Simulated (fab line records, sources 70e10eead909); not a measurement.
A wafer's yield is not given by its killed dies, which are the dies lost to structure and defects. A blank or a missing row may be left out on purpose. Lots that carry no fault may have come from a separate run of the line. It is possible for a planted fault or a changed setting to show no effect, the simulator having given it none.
What tool caused it? -- flow nand harc -- 14 wafers from 6 lots sampled at 2 of the route's 1159 steps

## WHAT THE GAUGES READ, wafer by wafer
NHARC_A_STAIRCASE_INSPECT_155.
lot,measured,on,raw defect count
L139,day 13 15:20,defect inspect-01,434 306 286
L145,day 15 07:59,defect inspect-02,238 469 476
L149,day 16 06:37,defect inspect-01,225 295 238
L151,day 16 23:23,defect inspect-01,414
L153,day 17 21:35,defect inspect-02,361
L161,day 19 01:40,defect inspect-02,273 269 294

## WHAT TOOL EACH LOT RAN ON (gives the tool, then ch and the chambers of the sampled wafers, and finally the start)
lot,NHARC_A_STAIRCASE_DEP_325
L139,"pecvd-04 ch 0,1,2, day 13 04:14"
L145,"pecvd-04 ch 0,2, day 14 17:39"
L149,"pecvd-04 ch 0,1, day 15 17:47"
L151,"pecvd-03 ch 1, day 16 10:32"
L153,"pecvd-01 ch 2, day 17 08:07"
L161,"pecvd-03 ch 1,2, day 18 08:28"
- NHARC_A_STAIRCASE_DEP_325: deposits SiO2, target thk 3800 nm.

## THE ANSWER, worked out from the rows above alone
Rule: usual is defined by the lots themselves. The widest of any qualifying gaps counts: lots, ordered by their means at a reading, are off when they make up no more than a third of the lots, leave a main group of 4 or more, and stand apart from it by 3 or more times the standard deviation of that group's means. A main group whose means are all the same, to the digits that the tables above print for the reading, isn't used. Also off: a lot with no number at a reading for which 4 or more lots have one. Where the step has rows for the other lots, those lots are counted as sound.
Across all readings shown, no lot is off: no conclusion can be drawn from this.

## WHAT HAD BEEN PUT IN BY THE SIMULATOR
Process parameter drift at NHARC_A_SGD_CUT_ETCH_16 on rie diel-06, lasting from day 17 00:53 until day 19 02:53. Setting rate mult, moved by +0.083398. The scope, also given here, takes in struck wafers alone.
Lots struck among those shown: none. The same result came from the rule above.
